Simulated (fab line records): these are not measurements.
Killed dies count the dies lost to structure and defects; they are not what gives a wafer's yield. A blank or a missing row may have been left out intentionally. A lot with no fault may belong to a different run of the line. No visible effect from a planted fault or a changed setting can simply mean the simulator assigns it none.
Split-lot trial ; flow n5_finfet ; 7 lots, 21 wafers read, on a route of 1938 steps

## SPLIT DETAILS
At N5_BEOL_M5_TRENCH_ETCH_37 (etches SiCOH lowk in C4F6/O2, target depth 71.652 nm, time 24.7 s), the setting time_s was moved away from the recipe's 24.7 s on 6 of the 21 wafers read, by -19.8% to +21.5%. The other wafers ran this setting at the recipe's value.

## FROM THE SPLIT TO THE READING: what the file shows between them, 13 steps
- N5_BEOL_M5_ETCH_41: etches SiCN in CH3F/O2, target depth 31.5 nm, time 56.7 s
- N5_BEOL_M5_STRIP_91: strips in N2/H2, time 10 s
- N5_BEOL_M5_OCD_MEAS_38
- N5_BEOL_M5_HM_STRIP_39: strips TiN in peroxide tin strip, target depth 25 nm, time 158 s
- N5_BEOL_M5_SRD_40: time 30 s
- N5_BEOL_M5_ECD_50: material Cu, target thk 300 nm
- N5_BEOL_M5_ANNEAL_51: time 90 s
- N5_BEOL_M5_CMP_52: polishes, stops on SiCOH lowk, t overpolish 6.9 s, target thk 62 nm
- N5_BEOL_M5_THK_MEAS_53: measures by xrf
- N5_BEOL_M5_PRE_CLEAN_77: time 15 s
- N5_BEOL_M5_CO_CAP_78: material Co, precursor CCTBA/H2, target thk 2 nm, time 102.1 s
- N5_BEOL_M5_PRE_CLEAN_55: time 15 s
- N5_BEOL_M5_DEP_56: deposits SiCN from 3MS/NH3, target thk 8 nm, time 14 s

## THE READING
Measured at N5_BEOL_M5_RS_MEAS_57 by four-point probe: M5_RS, in ohm/sq. Typical for fault-free wafers on this fab line: 0.389 ohm/sq, with standard deviation 0.019 ohm/sq.

wafer;tool, chamber at the split;time_s as run, s;against the recipe;M5_RS, ohm/sq;against lot-mates on the recipe
L078.4;rie_diel-02, 3;24.7;recipe;0.409;-
L078.5;rie_diel-02, 2;24.7;recipe;0.379;-
L078.6;rie_diel-02, 3;24.7;recipe;0.414;-
L082.3;rie_diel-04, 2;19.81;-19.8%;0.601;+0.216
L082.4;rie_diel-04, 0;19.81;-19.8%;0.522;+0.137
L082.5;rie_diel-04, 1;24.7;recipe;0.385;-
L085.2;rie_diel-02, 0;29.7;+20.2%;0.317;-0.054
L085.3;rie_diel-02, 2;29.7;+20.2%;0.288;-0.083
L085.5;rie_diel-02, 0;24.7;recipe;0.371;-
L088.2;rie_diel-04, 2;24.7;recipe;0.404;-
L088.3;rie_diel-04, 0;24.7;recipe;0.409;-
L088.6;rie_diel-04, 0;20.35;-17.6%;0.532;+0.126
L089.1;rie_diel-01, 1;30;+21.5%;0.321;-0.070
L089.2;rie_diel-01, 3;24.7;recipe;0.395;-
L089.5;rie_diel-01, 1;24.7;recipe;0.386;-
L091.1;rie_diel-01, 1;24.7;recipe;0.413;-
L091.3;rie_diel-01, 3;24.7;recipe;0.419;-
L091.5;rie_diel-01, 2;24.7;recipe;0.376;-
L093.2;rie_diel-02, 0;24.7;recipe;0.375;-
L093.5;rie_diel-02, 2;24.7;recipe;0.379;-
L093.6;rie_diel-02, 1;24.7;recipe;0.369;-

FIT RESULTS
A straight line over all 21 wafers: M5_RS changes by -0.00606 ohm/sq for each +1% of time_s; r = -0.92; the points scatter about the line by 0.029 ohm/sq.
The same after taking each lot's own level away (the mean of its wafers on the recipe; 21 wafers): -0.0057 ohm/sq for each +1%; r = -0.90; scatter 0.03 ohm/sq.
That fit puts the effect of the largest move of time_s on the reading at 0.12 ohm/sq.
The span of the lots' own levels, 0.3710 to 0.4065 ohm/sq, comes to 1.9 times the standard deviation stated above.
Hence the lot-to-lot level has little effect on the slope; both slopes agree.
Check: with one of the wafers moved furthest among these (+21.5%) left out of the fit, the line predicts -0.12 ohm/sq for it against its lot-mates. It came out at -0.0695 ohm/sq against them.

## THESE WAFERS: OTHER SPLITS
Note: prior to the reading, these wafers also went through further splits. Each is held against what the fit with the lots' levels taken away leaves over:
other split on the same wafers;wafers away from the commonest value;r with M5_RS (lot level and that fit taken away)
N5_BEOL_M1_COAT_05 spin_rpm;8;+0.23
N5_BEOL_M1_EXPOSE_08 dose_mj;6;-0.07
N5_BEOL_M2_EXPOSE_25 dose_mj;9;-0.10
N5_BEOL_M2_SPUTTER_94 time_s;7;-0.14
N5_BEOL_M3_EXPOSE_25 dose_mj;6;+0.00
N5_BEOL_M4_ALD_98 ald_cycles;9;+0.08

## THE WHOLE CHAIN: every reading that the file lists as answering this split, in the file's order
step;what it does;reading;change (the file's fit);r (the file's)
N5_BEOL_M5_TRENCH_ETCH_37;etches SiCOH lowk in C4F6/O2, target depth 71.652 nm, time 24.7 s;etch.depth_nm (the simulator's own value, which no gauge read);+0.759 nm for each +1% of the setting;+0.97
N5_BEOL_M5_TRENCH_ETCH_37;etches SiCOH lowk in C4F6/O2, target depth 71.652 nm, time 24.7 s;BEOL_M5.feature_depth_nm (the simulator's own value, which no gauge read);+0.759 nm for each +1% of the setting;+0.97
N5_BEOL_M5_OCD_MEAS_38;;trench_depth_nm;+0.767 nm for each +1% of the setting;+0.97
N5_BEOL_M5_CMP_52;polishes, stops on SiCOH lowk, t overpolish 6.9 s, target thk 62 nm;Cu_of_BEOL_M5_ECD_50.thk_nm (the simulator's own value, which no gauge read);+0.638 nm for each +1% of the setting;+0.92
N5_BEOL_M5_THK_MEAS_53;measures by xrf;M5_THK;+0.65 for each +1% of the setting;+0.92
N5_BEOL_M5_RS_MEAS_57;measures by four-point-probe;M5_RS;-0.00547 for each +1% of the setting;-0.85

## FILE'S OWN FIT
M5_RS changes by -0.00547 ohm/sq for each +1% of time_s, r = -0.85.
